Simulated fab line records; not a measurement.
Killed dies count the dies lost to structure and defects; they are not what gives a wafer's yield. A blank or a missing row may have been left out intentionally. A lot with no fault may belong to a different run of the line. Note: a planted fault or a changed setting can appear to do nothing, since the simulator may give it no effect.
What tool caused it? :: flow n5-finfet :: 30 wafers from 10 lots sampled at 6 of the route's 1938 steps

## WHAT THE GAUGES READ, wafer by wafer
N5_BEOL_M3_INSPECT_13: inspects for defects (brightfield).
lot: L297
measured: day 7 09:38
on: defect-inspect-01
raw-defect-count: 252 443 336

lot: L298
measured: day 8 07:55
on: defect-inspect-02
raw-defect-count: 325 356 448

lot: L300
measured: day 8 11:56
on: defect-inspect-02
raw-defect-count: 297 272 231

lot: L299
measured: day 8 14:42
on: defect-inspect-02
raw-defect-count: 499 387 462

lot: L301
measured: day 8 18:23
on: defect-inspect-02
raw-defect-count: 292 386 404

lot: L302
measured: day 8 20:31
on: defect-inspect-01
raw-defect-count: 392 422 307

lot: L308
measured: day 10 11:11
on: defect-inspect-02
raw-defect-count: 401 423 415

lot: L314
measured: day 11 18:26
on: defect-inspect-01
raw-defect-count: 487 542 340

lot: L315
measured: day 12 02:44
on: defect-inspect-01
raw-defect-count: 381 450 392

lot: L318
measured: day 12 19:22
on: defect-inspect-01
raw-defect-count: 405 473 527

N5_BEOL_M3_CD_MEAS_28: target cd 25.7 nm, target cd y 23.3 nm.
lot: L297
measured: day 7 10:33
on: cd-sem-03
cd-nm (nm): 25.63 25.66 25.78

lot: L298
measured: day 8 08:44
on: cd-sem-02
cd-nm (nm): 26.29 25.86 25.57

lot: L300
measured: day 8 12:58
on: cd-sem-03
cd-nm (nm): 25.33 26.13 26.09

lot: L299
measured: day 8 15:29
on: cd-sem-02
cd-nm (nm): 25.79 25.63 25.75

lot: L301
measured: day 8 19:18
on: cd-sem-02
cd-nm (nm): 25.70 26.12 25.77

lot: L302
measured: day 8 21:25
on: cd-sem-03
cd-nm (nm): 25.81 25.39 25.99

lot: L308
measured: day 10 12:05
on: cd-sem-02
cd-nm (nm): 16.52 18.97 22.55

lot: L314
measured: day 11 19:26
on: cd-sem-02
cd-nm (nm): 25.81 25.92 25.72

lot: L315
measured: day 12 03:41
on: cd-sem-03
cd-nm (nm): 25.71 25.85 25.35

lot: L318
measured: day 12 20:17
on: cd-sem-03
cd-nm (nm): 25.63 26.07 25.89

N5_BEOL_M4_RC_MEAS_101.
lot: L297
measured: day 8 00:16
on: prober-01
DIBL_N (mV/V): 35.3 34.6 35.5
DIBL_P (mV/V): 35.9 34.8 35.3
IOFF_N (nA/um): 0.161 0.154 0.159
IOFF_P (nA/um): 0.22 0.20 0.22
ION_N (uA/um): 685 675 682
ION_P (uA/um): 471 462 471
SS_N (mV/dec): 71.8 71.3 72.4
SS_P (mV/dec): 73.3 73.1 72.5
VT_N (mV): 252 250 252
VT_P (mV): -248 -248 -248

lot: L298
measured: day 9 00:37
on: prober-01
DIBL_N (mV/V): 36.3 36.9 38.3
DIBL_P (mV/V): 34.1 34.5 36.7
IOFF_N (nA/um): 0.138 0.141 0.175
IOFF_P (nA/um): 0.20 0.21 0.24
ION_N (uA/um): 662 675 677
ION_P (uA/um): 464 469 468
SS_N (mV/dec): 71.5 70.9 71.1
SS_P (mV/dec): 73.2 73.8 73.7
VT_N (mV): 253 253 247
VT_P (mV): -248 -248 -248

lot: L300
measured: day 9 04:34
on: prober-01
DIBL_N (mV/V): 37.6 37.9 36.8
DIBL_P (mV/V): 36.9 37.5 35.5
IOFF_N (nA/um): 0.169 0.162 0.147
IOFF_P (nA/um): 0.20 0.22 0.18
ION_N (uA/um): 693 684 675
ION_P (uA/um): 465 461 462
SS_N (mV/dec): 71.9 71.7 71.4
SS_P (mV/dec): 73.8 74.0 72.9
VT_N (mV): 245 247 251
VT_P (mV): -252 -249 -254

lot: L299
measured: day 9 07:14
on: prober-01
DIBL_N (mV/V): 36.3 35.4 36.7
DIBL_P (mV/V): 37.7 38.2 37.9
IOFF_N (nA/um): 0.161 0.152 0.165
IOFF_P (nA/um): 0.19 0.20 0.19
ION_N (uA/um): 686 674 671
ION_P (uA/um): 464 463 461
SS_N (mV/dec): 71.5 71.5 71.0
SS_P (mV/dec): 72.9 72.6 73.1
VT_N (mV): 250 252 250
VT_P (mV): -256 -254 -256

lot: L301
measured: day 9 11:45
on: prober-02
DIBL_N (mV/V): 33.2 34.2 34.0
DIBL_P (mV/V): 32.1 33.6 32.3
IOFF_N (nA/um): 0.111 0.129 0.116
IOFF_P (nA/um): 0.16 0.19 0.16
ION_N (uA/um): 667 674 655
ION_P (uA/um): 459 467 453
SS_N (mV/dec): 70.4 70.5 70.5
SS_P (mV/dec): 72.0 72.8 72.6
VT_N (mV): 254 250 254
VT_P (mV): -256 -250 -253

lot: L302
measured: day 9 10:25
on: prober-01
DIBL_N (mV/V): 38.1 37.8 37.9
DIBL_P (mV/V): 36.8 36.6 36.3
IOFF_N (nA/um): 0.191 0.178 0.174
IOFF_P (nA/um): 0.26 0.26 0.23
ION_N (uA/um): 692 686 685
ION_P (uA/um): 481 475 468
SS_N (mV/dec): 71.9 71.9 71.4
SS_P (mV/dec): 72.9 73.2 73.2
VT_N (mV): 247 247 248
VT_P (mV): -244 -242 -246

lot: L308
measured: day 11 07:55
on: prober-02
DIBL_N (mV/V): 38.2
DIBL_P (mV/V): 37.0
IOFF_N (nA/um): 0.192
IOFF_P (nA/um): 0.27
ION_N (uA/um): 669
ION_P (uA/um): 459
SS_N (mV/dec): 72.4
SS_P (mV/dec): 74.0
VT_N (mV): 248
VT_P (mV): -248

lot: L314
measured: day 12 09:55
on: prober-02
DIBL_N (mV/V): 36.9 36.9 35.5
DIBL_P (mV/V): 35.4 36.1 35.7
IOFF_N (nA/um): 0.152 0.153 0.140
IOFF_P (nA/um): 0.17 0.18 0.18
ION_N (uA/um): 679 675 682
ION_P (uA/um): 453 451 465
SS_N (mV/dec): 70.9 71.9 71.0
SS_P (mV/dec): 73.3 72.9 73.2
VT_N (mV): 251 252 251
VT_P (mV): -255 -254 -252

lot: L315
measured: day 12 19:14
on: prober-02
DIBL_N (mV/V): 36.4 39.3 37.4
DIBL_P (mV/V): 33.2 36.0 35.8
IOFF_N (nA/um): 0.145 0.208 0.170
IOFF_P (nA/um): 0.16 0.19 0.20
ION_N (uA/um): 671 659 685
ION_P (uA/um): 454 443 459
SS_N (mV/dec): 71.8 72.7 71.3
SS_P (mV/dec): 73.0 73.9 73.8
VT_N (mV): 253 249 249
VT_P (mV): -257 -253 -250

lot: L318
measured: day 13 22:43
on: prober-02
DIBL_N (mV/V): 34.5 35.1 35.3
DIBL_P (mV/V): 34.1 35.6 35.2
IOFF_N (nA/um): 0.145 0.163 0.164
IOFF_P (nA/um): 0.19 0.21 0.21
ION_N (uA/um): 673 687 692
ION_P (uA/um): 471 470 469
SS_N (mV/dec): 70.7 70.5 70.9
SS_P (mV/dec): 72.4 72.9 72.9
VT_N (mV): 249 246 247
VT_P (mV): -249 -247 -247

## WHICH TOOL RAN EACH LOT (tool, then ch and the chambers of the sampled wafers, then the start)
lot: L297
N5_BEOL_M2_DEP_57: pecvd-04 ch 0,1, day 7 08:22
N5_BEOL_M3_EXPOSE_25: euv-scanner-01 ch 0, day 7 10:24
N5_BEOL_M3_ALD_98: ald-sin-04 ch 0,2, day 7 11:30

lot: L298
N5_BEOL_M2_DEP_57: pecvd-01 ch 0,2, day 8 07:01
N5_BEOL_M3_EXPOSE_25: euv-scanner-01 ch 0, day 8 08:36
N5_BEOL_M3_ALD_98: ald-sin-04 ch 1,2, day 8 11:08

lot: L300
N5_BEOL_M2_DEP_57: pecvd-01 ch 0,1, day 8 10:41
N5_BEOL_M3_EXPOSE_25: euv-scanner-01 ch 0, day 8 12:50
N5_BEOL_M3_ALD_98: ald-sin-04 ch 1,2, day 8 14:01

lot: L299
N5_BEOL_M2_DEP_57: pecvd-04 ch 1,2, day 8 11:47
N5_BEOL_M3_EXPOSE_25: euv-scanner-01 ch 0, day 8 15:20
N5_BEOL_M3_ALD_98: ald-sin-04 ch 1,2, day 8 15:49

lot: L301
N5_BEOL_M2_DEP_57: pecvd-01 ch 0,2, day 8 15:51
N5_BEOL_M3_EXPOSE_25: euv-scanner-02 ch 0, day 8 19:09
N5_BEOL_M3_ALD_98: ald-sin-01 ch 1,2,3, day 8 20:13

lot: L302
N5_BEOL_M2_DEP_57: pecvd-01 ch 0,1, day 8 18:16
N5_BEOL_M3_EXPOSE_25: euv-scanner-01 ch 0, day 8 21:17
N5_BEOL_M3_ALD_98: ald-sin-04 ch 0,1, day 8 21:41

lot: L308
N5_BEOL_M2_DEP_57: pecvd-02 ch 0,1, day 10 08:49
N5_BEOL_M3_EXPOSE_25: euv-scanner-01 ch 0, day 10 11:57
N5_BEOL_M3_ALD_98: ald-sin-01 ch 1,2,3, day 10 12:34

lot: L314
N5_BEOL_M2_DEP_57: pecvd-01 ch 0,1, day 11 15:11
N5_BEOL_M3_EXPOSE_25: euv-scanner-02 ch 0, day 11 19:17
N5_BEOL_M3_ALD_98: ald-sin-04 ch 1,2, day 11 19:41

lot: L315
N5_BEOL_M2_DEP_57: pecvd-02 ch 0,1,2, day 12 00:30
N5_BEOL_M3_EXPOSE_25: euv-scanner-02 ch 0, day 12 03:34
N5_BEOL_M3_ALD_98: ald-sin-01 ch 1,2, day 12 03:56

lot: L318
N5_BEOL_M2_DEP_57: pecvd-02 ch 0,1, day 12 17:43
N5_BEOL_M3_EXPOSE_25: euv-scanner-02 ch 0, day 12 20:08
N5_BEOL_M3_ALD_98: ald-sin-04 ch 0,1,2, day 12 20:34
- N5_BEOL_M2_DEP_57: deposits SiCN from 3MS/NH3, target thk 8 nm, time 14 s.
- N5_BEOL_M3_EXPOSE_25: exposes mask V2, defocus 5 nm.
- N5_BEOL_M3_ALD_98: deposits SiO2, target thk 2.5 nm, pulse time 1 s, co reactant pulse time 1 s.

## WHAT THE TOOLS THEMSELVES READ (means of the sampled wafers that have a number; where no wafer has one, the mark that the record gives instead)
N5_BEOL_M2_DEP_57.
lot: L297
tool: pecvd-04
showerhead-plenum-p-Torr (Torr): 3.658
throttle-valve-pct (%): 9.5

lot: L298
tool: pecvd-01
showerhead-plenum-p-Torr (Torr): 3.668
throttle-valve-pct (%): 9.0

lot: L300
tool: pecvd-01
showerhead-plenum-p-Torr (Torr): 3.660
throttle-valve-pct (%): 8.9

lot: L299
tool: pecvd-04
showerhead-plenum-p-Torr (Torr): 3.678
throttle-valve-pct (%): 8.6

lot: L301
tool: pecvd-01
showerhead-plenum-p-Torr (Torr): 3.668
throttle-valve-pct (%): 9.1

lot: L302
tool: pecvd-01
showerhead-plenum-p-Torr (Torr): 3.661
throttle-valve-pct (%): 9.1

lot: L308
tool: pecvd-02
showerhead-plenum-p-Torr (Torr): 3.667
throttle-valve-pct (%): 9.4

lot: L314
tool: pecvd-01
showerhead-plenum-p-Torr (Torr): 3.662
throttle-valve-pct (%): 8.9

lot: L315
tool: pecvd-02
showerhead-plenum-p-Torr (Torr): 3.671
throttle-valve-pct (%): 9.1

lot: L318
tool: pecvd-02
showerhead-plenum-p-Torr (Torr): 3.662
throttle-valve-pct (%): 9.6

N5_BEOL_M3_EXPOSE_25.
lot: L297
tool: euv-scanner-01
exposure-dose-mJ-cm2: 63.8

lot: L298
tool: euv-scanner-01
exposure-dose-mJ-cm2: 63.7

lot: L300
tool: euv-scanner-01
exposure-dose-mJ-cm2: 63.8

lot: L299
tool: euv-scanner-01
exposure-dose-mJ-cm2: 63.7

lot: L301
tool: euv-scanner-02
exposure-dose-mJ-cm2: 62.8

lot: L302
tool: euv-scanner-01
exposure-dose-mJ-cm2: 63.8

lot: L308
tool: euv-scanner-01
exposure-dose-mJ-cm2: 68.4

lot: L314
tool: euv-scanner-02
exposure-dose-mJ-cm2: 62.8

lot: L315
tool: euv-scanner-02
exposure-dose-mJ-cm2: 62.9

lot: L318
tool: euv-scanner-02
exposure-dose-mJ-cm2: 62.8

N5_BEOL_M3_ALD_98.
lot: L297
tool: ald-sin-04
heater-power-w (W): 62
precursor-pulse-height-rel: 1.005

lot: L298
tool: ald-sin-04
heater-power-w (W): 71
precursor-pulse-height-rel: 0.981

lot: L300
tool: ald-sin-04
heater-power-w (W): 66
precursor-pulse-height-rel: 1.007

lot: L299
tool: ald-sin-04
heater-power-w (W): 66
precursor-pulse-height-rel: 0.980

lot: L301
tool: ald-sin-01
heater-power-w (W): 79
precursor-pulse-height-rel: 1.004

lot: L302
tool: ald-sin-04
heater-power-w (W): 71
precursor-pulse-height-rel: 1.005

lot: L308
tool: ald-sin-01
heater-power-w (W): 78
precursor-pulse-height-rel: 1.000

lot: L314
tool: ald-sin-04
heater-power-w (W): 71
precursor-pulse-height-rel: 1.007

lot: L315
tool: ald-sin-01
heater-power-w (W): 76
precursor-pulse-height-rel: 1.010

lot: L318
tool: ald-sin-04
heater-power-w (W): 65
precursor-pulse-height-rel: 1.020

## THE ANSWER, worked out from the rows above alone
Rule: the lots themselves supply what counts as usual. Put in order of their means at a reading, lots are off if they are a third of the lots or fewer, leave a main group of 4 or more, and stand apart from it by a gap of 3 or more times the standard deviation of the main group's means; of several such gaps the widest counts. Not used: any main group whose means are identical at the precision the tables above print for the reading. Also off: a lot with no number at a reading for which 4 or more lots have one. Where the step has rows for the other lots, those lots are counted as sound. The gauges are gone through in route order, then the tools' own readings, and for those a lot's mean is taken as printed above. The first step at which some lot is off is used, and at that step the reading that is off furthest; a lot without a number counts as furthest.
Off, at N5_BEOL_M3_CD_MEAS_28 on cd-nm: L308. The main group: mean 25.79 nm, standard deviation 0.088.
If a tool, at a process step before that reading, ran all the lots that are off and no sound lot after the first of them, it fits. The gauges at N5_BEOL_M3_CD_MEAS_28 aren't tried: what is off there is off at N5_BEOL_M3_EXPOSE_25 too, on other tools, and a gauge's error can't cause that. One fits: euv-scanner-01 at N5_BEOL_M3_EXPOSE_25. Its last sound lot is L302 (day 8 21:17), its first lot that is off L308 (day 10 11:57): a fault that began between those two fits.
The tool's own readings at N5_BEOL_M3_EXPOSE_25 bear it out: on the lots that are off they differ by more than 5 times the standard deviation of the sound lots' means. exposure-dose-mJ-cm2 reads 68.4 there against 63.3 on the sound lots.

## WHAT WAS PUT IN BY THE SIMULATOR
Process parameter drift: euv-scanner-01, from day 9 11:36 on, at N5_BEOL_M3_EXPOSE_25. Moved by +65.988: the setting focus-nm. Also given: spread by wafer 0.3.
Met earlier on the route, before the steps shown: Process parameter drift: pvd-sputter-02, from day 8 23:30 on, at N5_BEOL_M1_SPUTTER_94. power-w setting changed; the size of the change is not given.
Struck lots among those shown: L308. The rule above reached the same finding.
